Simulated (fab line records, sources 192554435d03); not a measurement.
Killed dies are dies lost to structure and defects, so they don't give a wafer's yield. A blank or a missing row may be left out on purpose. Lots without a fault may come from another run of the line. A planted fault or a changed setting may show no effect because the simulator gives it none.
Chamber matching | flow n5_finfet | N5_SPACER0_ALD_00 on ald_sin-03: 4 sister chambers
The step deposits SiOCN, target thk 3.5 nm, pulse time 3 s, purge time 2 s. 8 wafers are shown with their chamber, then 7 later ones without.

WAFERS WITH THEIR CHAMBER
wafer  | chamber | heater_power_w (W) | precursor_pulse_height_rel
L088.4 | 3       | 978                | 0.979
L088.5 | 1       | 750                | 0.990
L088.6 | 0       | 834                | 0.995
L093.1 | 2       | 914                | 1.021
L093.2 | 1       | 749                | 0.985
L093.3 | 0       | 842                | 1.042
L093.4 | 3       | 953                | 1.013
L093.5 | 2       | 935                | 0.988

WAFERS WITHOUT THEIR CHAMBER
wafer  | heater_power_w (W) | precursor_pulse_height_rel
L093.6 | 994                | 1.016
L096.1 | 908                | 1.020
L096.4 | 749                | 0.964
L096.6 | 909                | 1.005
L097.3 | 849                | 1.007
L097.4 | 968                | 0.952
L097.6 | 855                | 1.003

WHICH CHAMBER EACH WENT THROUGH
wafer  | from the rows above | in truth
L093.6 | 3                   | 3
L096.1 | 2                   | 2
L096.4 | 1                   | 1
L096.6 | 2                   | 2
L097.3 | 0                   | 0
L097.4 | 3                   | 3
L097.6 | 0                   | 0
Placed correctly: 7 of 7. Can't be placed from these rows: 0. Placed wrongly: 0.
How it was worked out, from the rows above alone: a wafer's distance from a chamber is the root of the sum, over the readings, of the square of ((its reading less the chamber's mean) divided by the reading's scatter). The wafer belongs to the nearest chamber; if the next one is less than 2 further off, it can't be placed. A chamber's mean is the mean of its shown wafers. The scatter: the root of (the sum of the squares of (reading less its chamber's mean) over the shown wafers, divided by (wafers less chambers)).
